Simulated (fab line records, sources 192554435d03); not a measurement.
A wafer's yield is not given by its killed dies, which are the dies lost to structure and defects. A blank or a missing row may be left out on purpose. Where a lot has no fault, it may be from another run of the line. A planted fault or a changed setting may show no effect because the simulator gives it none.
2 desks, one fault | flow n5-finfet | every desk sees just its own numbers, and what lay behind them comes last

METROLOGY DESK
What the gauges read, lot by lot, whatever tool the lot ran on: means of the sampled wafers that have a number. Any lot whose mean is over 4 standard deviations away from the usual mean is out of limits and marked OUT; that distance is given in the brackets. It has 11 readings; the 7 that lie furthest out on some lot are the ones shown.
Columns: A = DIBL_N at N5_BEOL_M4_RC_MEAS_101, usual 36.3 mV/V; B = DIBL_P at N5_BEOL_M4_RC_MEAS_101, usual 35.7 mV/V; C = IOFF_P at N5_BEOL_M4_RC_MEAS_101, usual 0.204 nA/um; D = ION_N at N5_BEOL_M4_RC_MEAS_101, usual 671 uA/um; E = SS_P at N5_BEOL_M4_RC_MEAS_101, usual 73.1 mV/dec; F = VT_N at N5_BEOL_M4_RC_MEAS_101, usual 250.2 mV; G = VT_P at N5_BEOL_M4_RC_MEAS_101, usual -251 mV
lot  | first seen here | A    | B    | C     | D   | E    | F     | G
L510 | day 6 23:22     | 36.4 | 35.7 | 0.229 | 670 | 73.6 | 248.7 | -247
L512 | day 7 17:53     | 36.6 | 36.5 | 0.197 | 685 | 73.4 | 250.9 | -253
L515 | day 8 05:55     | 36.3 | 34.0 | 0.169 | 671 | 73.1 | 249.8 | -255
L517 | day 8 16:47     | 34.9 | 35.8 | 0.184 | 663 | 72.9 | 253.4 | -252
L518 | day 8 23:10     | 38.7 | 37.9 | 0.251 | 678 | 73.8 | 248.3 | -248
L522 | day 9 23:58     | 35.7 | 35.9 | 0.219 | 666 | 73.0 | 250.1 | -248
L524 | day 10 07:03    | 36.0 | 35.2 | 0.183 | 667 | 72.3 | 251.6 | -254
Result from this desk: across the 7 lots, nothing is out of limits.

FOR THE TOOL OWNER'S DESK: ald-sin-01
The tool's own readings at N5_GATE_CUT_ALD_22 (deposits SiNx, target thk 16 nm, pulse time 1 s, ald cycles 320): means of the sampled wafers that have a number, for each lot that ran on this tool. Any lot whose mean is over 4 standard deviations away from the usual mean is out of limits and marked OUT; that distance is given in the brackets.
Columns: A = heater-power-w at N5_GATE_CUT_ALD_22, usual 856 W; B = precursor-pulse-height-rel at N5_GATE_CUT_ALD_22, usual 1.001; C = susceptor-temp-C at N5_GATE_CUT_ALD_22, usual 399.98 C
lot  | first seen here | A   | B     | C
L510 | day 6 21:35     | 726 | 1.006 | 400.02
L517 | day 8 15:00     | 732 | 0.995 | 400.12
L518 | day 8 21:23     | 893 | 1.017 | 400.17
L522 | day 9 22:11     | 764 | 1.005 | 399.99
Result from this desk: across the 4 lots, nothing is out of limits.

BROUGHT TOGETHER
Metrology desk: nothing out of limits seen.
The tool owner's desk saw nothing out of limits.

WHAT THE SIMULATOR PUT IN
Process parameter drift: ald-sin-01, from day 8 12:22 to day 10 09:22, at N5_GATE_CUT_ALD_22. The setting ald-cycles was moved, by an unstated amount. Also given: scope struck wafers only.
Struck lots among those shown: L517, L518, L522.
